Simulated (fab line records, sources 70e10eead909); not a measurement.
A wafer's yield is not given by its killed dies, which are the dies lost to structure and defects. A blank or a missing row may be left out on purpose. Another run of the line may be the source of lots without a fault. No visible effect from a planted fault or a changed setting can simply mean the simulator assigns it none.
fab line records | flow nand-harc
record lots=13 | wafers=39 | last-day=33
route steps=1302 shown A_STAIRCASE@848 A_BONDPAD@1231 THIN_TSV@1270 END@1302
lots untouched by any fault: they come from a run of this same line in which no faults occurred
start-h: hours from the record's opening day to when the first of the lot's shown wafers began | wait-h: time in hours since the lot's previous step | " repeats the value in the row above | L1.1+2: several wafers, shown together as one row | - no value present, or no start provided | * or withheld: withheld | < > ~ a bound
route shown NAME@n: names a module that has steps shown in the file, with the first one's number in the route | usual: mean and standard deviation over wafers with no fault | same: alike in all rows | chamber/n: place in a boat | sites: readings site by site | _std_site: their standard deviation | _edge_site: mean of outer sites minus mean of inner sites | radius-mm: for every site, how far away it sits from the centre of the wafer | mask NAME#n: copy n | behind: tool/chamber where the wafer was last shaped | hold: why the lot went on hold/how many hours it stayed there/how the hold came to an end | device: whichever transistor did not switch (one of n, p or np) | end of line: tests run on the same wafers once the route is complete | for a step that has no rows: nothing shown but its recipe | killed: at the first sort, the dies lost to defects and structure; wafer yield is something else | map: a wafer's dies, x killed, . not, _ none there
set.NAME: the run value of the setting; set.NAME@STEP: its run value at that earlier step | model.NAME: the simulator's own value behind a step, which no gauge read
steps of the route over a sample of lots; a table a step, a row a wafer
services: the hour from which a tool's chamber was out of use, counted from the record's first day as start-h (under 0 if before that day), plus the number of hours and why
## steps
# step NHARC_A_STAIRCASE_ALD_420
# recipe target-thk-a=200 | pulse-time-s=6 | ald-cycles=200 | temp-c=300 | material=SiO2
# usual heater-power-outer-w=269/40 | heater-power-w=476/67 | precursor-pulse-height-rel=1.001/0.02
lot.wafer | tool      | chamber | start-h | wait-h | heater-power-outer-w | heater-power-w | precursor-pulse-height-rel
L349.1    | ald-hk-02 | 1       | 366.23  | -      | 319                  | 492            | 1.018
L349.2    | "         | 2       | "       | "      | 230                  | 431            | 1.009
L349.3    | "         | 3       | "       | "      | 275                  | 529            | 0.980
L348.3    | ald-hk-03 | 1       | 383.32  | -      | 236                  | 439            | 0.997
L348.4    | "         | 2       | "       | "      | 259                  | 444            | 1.019
L348.5    | "         | 2       | "       | "      | 262                  | 460            | 0.982
L351.3    | ald-hk-02 | 3       | 388.71  | -      | 267                  | 518            | 0.982
L351.5    | "         | 0       | "       | "      | 278                  | 482            | 0.985
L351.6    | "         | 1       | "       | "      | 314                  | 486            | 1.011
L354.3    | ald-hk-02 | 2       | 424.99  | 1.1    | 227                  | 430            | 0.990
L354.6    | "         | 2       | "       | "      | 226                  | 427            | 1.035
L354.5    | "         | 3       | "       | "      | 273                  | 518            | 0.969
L356.2    | ald-hk-04 | 2       | 446.16  | -      | 282                  | 497            | 0.995
L356.4    | "         | 0       | "       | "      | 239                  | 408            | 1.037
L356.3    | "         | 1       | "       | "      | 339                  | 641            | 1.009
L355.4    | ald-hk-03 | 2       | 446.48  | -      | 269                  | 444            | 1.022
L355.1    | "         | 3       | "       | "      | 190                  | 348            | 1.014
L355.6    | "         | 0       | "       | "      | 294                  | 491            | 1.001
L363.1    | ald-hk-03 | 0       | 512.52  | -      | 301                  | 497            | 1.012
L363.4    | "         | 1       | "       | "      | 234                  | 422            | 0.988
L363.5    | "         | 2       | "       | "      | 267                  | 451            | 1.013
L364.1    | ald-hk-02 | 0       | 524.80  | 0.1    | 275                  | 489            | 1.010
L364.2    | "         | 3       | "       | "      | 254                  | 493            | 1.009
L364.5    | "         | 0       | "       | "      | 279                  | 494            | 1.015
L365.1    | ald-hk-03 | 0       | 533.87  | -      | 296                  | 502            | 0.999
L365.5    | "         | 3       | "       | "      | 188                  | 351            | 1.013
L365.6    | "         | 0       | "       | "      | 297                  | 509            | 1.009
L366.2    | ald-hk-04 | 0       | 549.14  | 1.0    | 240                  | 407            | 1.003
L366.1    | "         | 2       | "       | "      | 281                  | 499            | 0.988
L366.5    | "         | 1       | "       | "      | 343                  | 643            | 0.984
L368.1    | ald-hk-02 | 1       | 573.99  | -      | 308                  | 475            | 0.983
L368.2    | "         | 2       | "       | "      | 224                  | 423            | 0.992
L368.6    | "         | 0       | "       | "      | 284                  | 490            | 0.983
L369.2    | ald-hk-02 | 3       | 576.78  | -      | 243                  | 486            | 0.976
L369.3    | "         | 1       | "       | "      | 317                  | 488            | 0.987
L369.6    | "         | 2       | "       | "      | 226                  | 419            | 1.024
L371.1    | ald-hk-02 | 2       | 600.87  | -      | 230                  | 429            | 1.019
L371.3    | "         | 3       | "       | "      | 251                  | 502            | 0.998
L371.6    | "         | 1       | "       | "      | 324                  | 486            | 0.990
# step NHARC_A_BONDPAD_CMP_19
# recipe t-overpolish-s=30 | cu-recess-touch-s=16 | target-thk-nm=169.82
# usual motor-current-A=12.2/0.92 | overpolish-run-s=30.000/0.0098
# same cu-recess-touch-s=16
lot.wafer | tool   | chamber | start-h | wait-h | motor-current-A | overpolish-run-s
L349.2    | cmp-03 | 3       | 513.36  | -      | 11.5            | 30.016
L349.3    | "      | 0       | "       | "      | 12.1            | 29.990
L349.1    | "      | 1       | "       | "      | 12.2            | 30.008
L351.3    | cmp-03 | 3       | 525.54  | -      | 12.3            | 30.010
L351.5    | "      | 3       | "       | "      | 11.8            | 30.005
L351.6    | "      | 0       | "       | "      | 12.7            | 30.006
L348.3    | cmp-01 | 1       | 527.04  | -      | 11.4            | 30.003
L348.4    | "      | 2       | "       | "      | 13.2            | 30.003
L348.5    | "      | 2       | "       | "      | 12.3            | 29.989
L354.3    | cmp-04 | 0       | 559.87  | -      | 12.7            | 29.992
L354.6    | "      | 1       | "       | "      | 11.2            | 29.984
L354.5    | "      | 2       | "       | "      | 11.8            | 30.004
L355.4    | cmp-01 | 0       | 592.66  | -      | 14.0            | 29.994
L355.1    | "      | 3       | "       | "      | 13.0            | 29.991
L355.6    | "      | 1       | "       | "      | 11.3            | 30.022
L356.3    | cmp-04 | 1       | 593.03  | -      | 11.6            | 29.989
L356.2    | "      | 2       | "       | "      | 11.7            | 30.010
L356.4    | "      | 3       | "       | "      | 11.9            | 30.000
L363.4    | cmp-04 | 1       | 654.58  | -      | 11.7            | 30.001
L363.1    | "      | 0       | "       | "      | 13.0            | 30.010
L363.5    | "      | 1       | "       | "      | 11.5            | 30.015
L364.1    | cmp-01 | 2       | 664.26  | -      | 12.4            | 29.985
L364.2    | "      | 0       | "       | "      | 13.5            | 30.009
L364.5    | "      | 3       | "       | "      | 12.8            | 29.999
L365.1    | cmp-04 | 2       | 667.15  | -      | 11.8            | 29.999
L365.6    | "      | 3       | "       | "      | 12.4            | 29.987
L365.5    | "      | 0       | "       | "      | 13.0            | 29.992
L366.2    | cmp-01 | 2       | 682.80  | -      | 13.0            | 29.999
L366.1    | "      | 0       | "       | "      | 14.2            | 30.007
L366.5    | "      | 3       | "       | "      | 12.6            | 29.995
L369.3    | cmp-04 | 2       | 711.85  | -      | 11.1            | 30.008
L369.2    | "      | 3       | "       | "      | 12.0            | 29.992
L369.6    | "      | 1       | "       | "      | 11.0            | 30.016
L368.1    | cmp-03 | 0       | 712.92  | -      | 12.1            | 29.987
L368.2    | "      | 1       | "       | "      | 11.4            | 30.005
L368.6    | "      | 3       | "       | "      | 11.2            | 30.006
L371.3    | cmp-03 | 2       | 738.00  | -      | 13.2            | 29.990
L371.1    | "      | 3       | "       | "      | 12.2            | 30.006
L371.6    | "      | 2       | "       | "      | 13.9            | 30.009
# step NHARC_THIN_TSV_DEGAS_49
# recipe temp-c=300 | time-s=120
# usual heater-power-w=460/50
lot.wafer | tool           | chamber | start-h | wait-h | heater-power-w
L349.2    | pvd-sputter-01 | -       | 528.56  | 0.1    | 435
L349.3    | "              | -       | "       | "      | 415
L349.1    | "              | -       | "       | "      | 465
L351.3    | pvd-sputter-02 | -       | 541.25  | 0.1    | 419
L351.6    | "              | -       | "       | "      | 386
L351.5    | "              | -       | "       | "      | 445
L348.3    | pvd-sputter-02 | -       | 542.56  | 0.1    | 415
L348.4    | "              | -       | "       | "      | 488
L348.5    | "              | -       | "       | "      | 426
L354.3    | pvd-sputter-02 | -       | 572.25  | 0.1    | 418
L354.6    | "              | -       | "       | "      | 411
L354.5    | "              | -       | "       | "      | 473
L355.1    | pvd-sputter-02 | -       | 608.35  | 0.1    | 389
L355.4    | "              | -       | "       | "      | 421
L355.6    | "              | -       | "       | "      | 384
L356.2    | pvd-sputter-03 | -       | 609.88  | 0.1    | 371
L356.3    | "              | -       | "       | "      | 548
L356.4    | "              | -       | "       | "      | 451
L363.4    | pvd-sputter-02 | -       | 737.83  | 0.1    | 375
L363.1    | "              | -       | "       | "      | 437
L363.5    | "              | -       | "       | "      | 381
L364.1    | pvd-sputter-03 | -       | 738.92  | 0.2    | 530
L364.2    | "              | -       | "       | "      | 518
L364.5    | "              | -       | "       | "      | 408
L365.1    | pvd-sputter-03 | -       | 740.16  | 0.1    | 403
L365.6    | "              | -       | "       | "      | 529
L365.5    | "              | -       | "       | "      | 415
L366.2    | pvd-sputter-03 | -       | 741.39  | 0.2    | 538
L366.1    | "              | -       | "       | "      | 465
L366.5    | "              | -       | "       | "      | 515
L369.3    | pvd-sputter-03 | -       | 743.78  | 0.1    | 443
L369.2    | "              | -       | "       | "      | 516
L369.6    | "              | -       | "       | "      | 459
L368.1    | pvd-sputter-03 | -       | 745.20  | 0.2    | 515
L368.2    | "              | -       | "       | "      | 445
L368.6    | "              | -       | "       | "      | 529
L371.1    | pvd-sputter-03 | -       | 752.88  | 0.1    | 531
L371.3    | "              | -       | "       | "      | 464
L371.6    | "              | -       | "       | "      | 417
# step NHARC_END_SORT_01
# recipe temp-c=25
# usual killed-at-array=47/14 | killed-at-other=0.5/0.72 | killed-at-periphery=4/3.1 | killed-dies=52/15 | killed-open=3.2/1.9 | killed-short=2.4/1.7
# same gross-dies=677
lot.wafer | tool      | chamber | start-h | wait-h | killed-at-array | killed-at-other | killed-at-periphery | killed-dies | killed-open | killed-short
L354.3    | prober-02 | 0       | 586.11  | 3.1    | 77              | 0               | 6                   | 83          | 1           | 1
L354.5    | prober-02 | 0       | 587.73  | 3.7    | 138             | 1               | 2                   | 141         | 2           | 4
L354.6    | prober-02 | 0       | 588.53  | 4.0    | 65              | 0               | 1                   | 66          | 1           | 0
# killed by level:class
L354.3 A_STAIRCASE:unspecified=30 A_CHANNEL_HOLE_D2:chamber-film-flake=24 A_CHANNEL_HOLE_D1:chamber-film-flake=19 P_GATE:chamber-film-flake=3 A_STAIRCASE:chamber-film-flake=2 P_M0:geometric-particle:open=1 A_CHANNEL_FILL_D1:geometric-particle:short=1 P_ZERO_WELL:chamber-film-flake=1
L354.5 A_STAIRCASE:unspecified=74 A_CHANNEL_HOLE_D1:chamber-film-flake=26 A_CHANNEL_HOLE_D2:chamber-film-flake=25 A_CHANNEL_FILL_D2:chamber-film-flake=3 P_GATE:chamber-film-flake=2 A_STAIRCASE:chamber-film-flake=2 A_CONTACT:chamber-film-flake=2 A_ONON_D1:geometric-particle:short=1
L354.6 A_STAIRCASE:unspecified=27 A_CHANNEL_HOLE_D2:chamber-film-flake=17 A_CHANNEL_HOLE_D1:chamber-film-flake=16 A_CHANNEL_FILL_D2:chamber-film-flake=2 A_M1:geometric-particle:open=1 P_ZERO_WELL:chamber-film-flake=1 A_CONTACT:chamber-film-flake=1 A_M1:chamber-film-flake=1
## services
tool           | chamber | start-h | hours | kind
cmp-03         | -       | 354.86  | 0.8   | repair
cmp-01         | -       | 360.02  | 4.0   | pm
pvd-sputter-03 | -       | 367.39  | 4.2   | repair
cmp-04         | -       | 428.71  | 4.0   | pm
pvd-sputter-02 | -       | 436.10  | 10.0  | pm
cmp-04         | -       | 468.37  | 1.6   | repair
cmp-04         | -       | 473.67  | 0.9   | repair
ald-hk-02      | -       | 497.40  | 0.4   | repair
pvd-sputter-03 | -       | 502.00  | 10.0  | pm
ald-hk-02      | -       | 506.48  | 0.9   | repair
pvd-sputter-02 | -       | 518.38  | 8.6   | repair
cmp-04         | -       | 526.71  | 4.0   | pm
pvd-sputter-03 | -       | 546.45  | 0.7   | repair
cmp-04         | -       | 572.50  | 2.6   | repair
cmp-04         | -       | 594.83  | 0.8   | repair
pvd-sputter-03 | -       | 599.95  | 7.5   | repair
pvd-sputter-02 | -       | 614.10  | 10.0  | pm
cmp-04         | -       | 624.75  | 4.0   | pm
pvd-sputter-03 | -       | 629.89  | 4.8   | repair
cmp-04         | -       | 679.99  | 5.3   | repair
pvd-sputter-03 | -       | 680.00  | 10.0  | pm
pvd-sputter-02 | -       | 691.40  | 1.6   | repair
pvd-sputter-03 | -       | 709.45  | 0.8   | repair
cmp-04         | -       | 722.75  | 4.0   | pm
## key
first-sign step=NHARC_END_SORT_01 | reading=killed-at-array | direction=up | sigmas=3.2 | usual=47 | struck=93 | wafers-moved=2
effect step=NHARC_END_SORT_01 | reading=killed-dies | direction=up | sigmas=2.9 | usual=52 | struck=97 | wafers-moved=1
more-kills-born-at NHARC_A_STAIRCASE_ALD_420@ald-hk-02=131
met-at NHARC_A_STAIRCASE_ALD_420
struck-lots L354
tester-left-out L354
not-acting-at NHARC_A_BONDPAD_CMP_19,NHARC_THIN_TSV_DEGAS_49
onset-between 388.71 424.99
fault kind=chamber-particle-source | tool=ald-hk-02 | chamber=- | onset-h=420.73 | steps=NHARC_A_STAIRCASE_ALD_420 | rate-per-visit-cm2=0.51135 | end-h=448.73
# tester-left-out: of these lots the tester's yield and bins aren't shown, on N5 and GAA mostly nor the transistor test; their killed dies are dies lost to structure and defects alone, not to doping, threshold or leakage, so they don't give the yield
